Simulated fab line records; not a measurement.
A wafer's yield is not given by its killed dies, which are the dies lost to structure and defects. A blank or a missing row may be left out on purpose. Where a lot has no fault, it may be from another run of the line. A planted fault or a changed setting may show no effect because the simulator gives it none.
Chamber matching -- flow n5Finfet -- 3 sister chambers for N5_BEOL_M14_DEP_53 on pecvd-02
The step deposits SiCN from 3MS/NH3, target thk 50 nm, time 17.8 s. 3 wafers are shown with their chamber, then 7 later ones without.

== WAFERS PAIRED WITH THEIR CHAMBERS ==
wafer,chamber,throttleValvePct (%)
L082.6,2,17.5
L087.1,0,17.6
L087.4,1,17.0

== WAFERS WHOSE CHAMBER IS MISSING ==
wafer,throttleValvePct (%)
L087.5,17.8
L091.2,17.0
L091.3,17.9
L091.6,17.2
L093.1,17.5
L093.3,17.7
L093.6,17.1

== CHAMBER TAKEN BY EACH ==
wafer,from the rows above,in truth
L087.5,can't be placed: 0 or 2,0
L091.2,1,1
L091.3,can't be placed: 0 or 2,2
L091.6,can't be placed: 1 or 2 or 0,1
L093.1,can't be placed: 2 or 0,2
L093.3,can't be placed: 0 or 2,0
L093.6,can't be placed: 1 or 2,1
Placed correctly: 1 of 7. These rows do not allow placing 6 (true chamber among the candidates in 6). 0 placed wrongly.
How it was worked out, from the rows above alone: a wafer's distance from a chamber is the root of the sum, over the readings, of the square of ((its reading less the chamber's mean) divided by the reading's scatter). If the next closest chamber is less than 2 further off than the closest, the wafer can't be placed; otherwise it belongs to the closest. For every chamber, the mean is computed from those of its wafers that are shown. The scatter: with one shown wafer a chamber, the root of the mean of the squares of how far each hidden wafer lies from its nearest shown one.
